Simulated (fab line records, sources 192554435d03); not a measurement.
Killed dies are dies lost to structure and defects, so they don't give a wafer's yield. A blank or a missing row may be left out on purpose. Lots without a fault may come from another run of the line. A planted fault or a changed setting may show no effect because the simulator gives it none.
Problem report in the 8D (eight disciplines) form, filled by code | flow n5_finfet | the parts of the form that need people (team, actions taken, sign-off) are left out

1. THE PROBLEM
M12_ILD_THK at N5_BEOL_M12_THK_MEAS_01 reads a mean of 975 nm on 2 wafers of 2 lots; wafers without a fault read 658 nm with a standard deviation of 9.3. That is +34 standard deviations from the usual mean.
First seen on wafer L563.5, day 16 08:21, on film_metro-02. The record holds 31 wafers of 11 lots with a number at this step. Rule for "out", or "out of limits": more than 4 standard deviations from the usual mean. The other wafers with a number count as sound.

2. WHAT IT IS AND WHAT IT IS NOT
question                    | is                           | is not
which readings at this step | M12_ILD_THK                  | -
which lots                  | L563, L565                   | L548, L551, L553, L555, L556, L557, L560, L562, L569
which wafers of those lots  | L563.5, L565.4               | L563.6, L565.6
read on which gauges        | film_metro-01, film_metro-02 | -
when                        | from day 16 08:21            | up to then (25 sound wafers); but 4 sound wafers of L565, L569 came after

3. SUSPECTS, AND WHAT RULES EACH OUT
Counting: a tool at a process step up to the reading stays a suspect if it ran every lot that is out. Sound lots after the first of them don't rule it out here, since some wafers of a struck lot are sound.
- the gauge at N5_BEOL_M12_THK_MEAS_01: ruled out. The wafers that are out were read on 2 gauges (film_metro-01, film_metro-02).
- pecvd-02 at N5_BEOL_M12_ILD_DEP_00 (deposits SiOC from DEMS/O2, target thk 658.92 nm, time 130.7 s): kept. It ran every lot that is out, first L563 (day 16 08:16); its last sound lot up to then is L556 (day 15 00:19).
- Within pecvd-02 at N5_BEOL_M12_ILD_DEP_00: the wafers that are out ran in chamber 2; their sound lot-mates ran in chamber 0.
Left after counting: pecvd-02 at N5_BEOL_M12_ILD_DEP_00.

4. THE CAUSE (what the simulator had put in)
Process parameter drift: pecvd-02, from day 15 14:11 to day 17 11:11, at N5_BEOL_M12_ILD_DEP_00. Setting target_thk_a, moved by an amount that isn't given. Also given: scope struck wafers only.
Counting left only this tool.

5. THE CHAIN OF EFFECTS, in route order
Each row: a reading whose mean over the struck wafers that have a number lies more than 3 standard deviations from the usual. Only readings for which the record gives a usual standard deviation are gone through. hours: the time from each lot's start at the first step in this table that gives one to its start at this step, as a median over the lots. sigmas: the change in usual standard deviations.
hours | step                    | reading                  | usual      | on struck wafers | change | sigmas
0     | N5_BEOL_M12_THK_MEAS_01 | M12_ILD_THK              | 658 nm     | 975              | +317   | +34
1     | N5_BEOL_M12_STRIP_63    | oes_product_au           | 0.693 a.u. | 0.649            | -0.044 | -9.1
1     | N5_BEOL_M12_STRIP_63    | strip_time_to_endpoint_s | 42.3 s     | 15.7             | -26.6  | -27
The process steps in it:
- N5_BEOL_M12_STRIP_63: strips in N2/H2.
Later measuring or inspecting steps at which every struck wafer that the step has a row for has a number for every such reading, and none has moved that far: N5_BEOL_M12_INSPECT_12.

6. WHAT WOULD HAVE CAUGHT IT SOONER
In this record the first reading out of limits at a measuring or inspecting step was taken at day 16 08:21, 18 hours after the fault began at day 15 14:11.
Of the tool readings at N5_BEOL_M12_ILD_DEP_00 for which the record gives a usual standard deviation, none was out on any struck wafer, so an alarm limit of 4 standard deviations on them would not have fired.
Of the lots that are out (2), L565 began N5_BEOL_M12_ILD_DEP_00 on pecvd-02 after day 16 08:21. A hold on the tool at that time would have spared it.
